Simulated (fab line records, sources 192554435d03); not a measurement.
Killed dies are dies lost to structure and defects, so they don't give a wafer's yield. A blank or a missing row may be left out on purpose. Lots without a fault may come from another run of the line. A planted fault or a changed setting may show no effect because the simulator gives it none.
Chamber matching | flow n5_finfet | N5_DUMMY_GATE_ETCH_29 on rie_diel-05: 4 sister chambers
The step etches underlayer in N2/H2, target depth 13 nm. 4 wafers are shown with their chamber, then 8 later ones without.

WAFERS WITH THEIR CHAMBER
wafer  | chamber | showerhead_plenum_p_Torr (Torr)
L082.5 | 2       | 2.59
L085.4 | 0       | 2.63
L085.6 | 1       | 2.43
L086.1 | 3       | 2.48

WAFERS WITHOUT THEIR CHAMBER
wafer  | showerhead_plenum_p_Torr (Torr)
L086.3 | 2.43
L086.5 | 2.58
L094.1 | 2.42
L094.4 | 2.42
L094.5 | 2.47
L096.1 | 2.42
L096.5 | 2.57
L096.6 | 2.47

WHICH CHAMBER EACH WENT THROUGH
wafer  | from the rows above | in truth
L086.3 | 1                   | 1
L086.5 | 2                   | 2
L094.1 | 1                   | 1
L094.4 | 1                   | 1
L094.5 | 3                   | 3
L096.1 | 1                   | 1
L096.5 | 2                   | 2
L096.6 | 3                   | 3
Placed correctly: 8 of 8. Can't be placed from these rows: 0. Placed wrongly: 0.
How it was worked out, from the rows above alone: a wafer's distance from a chamber is the root of the sum, over the readings, of the square of ((its reading less the chamber's mean) divided by the reading's scatter). The wafer belongs to the nearest chamber; if the next one is less than 2 further off, it can't be placed. A chamber's mean is the mean of its shown wafers. The scatter: with one shown wafer a chamber, the root of the mean of the squares of how far each hidden wafer lies from its nearest shown one.
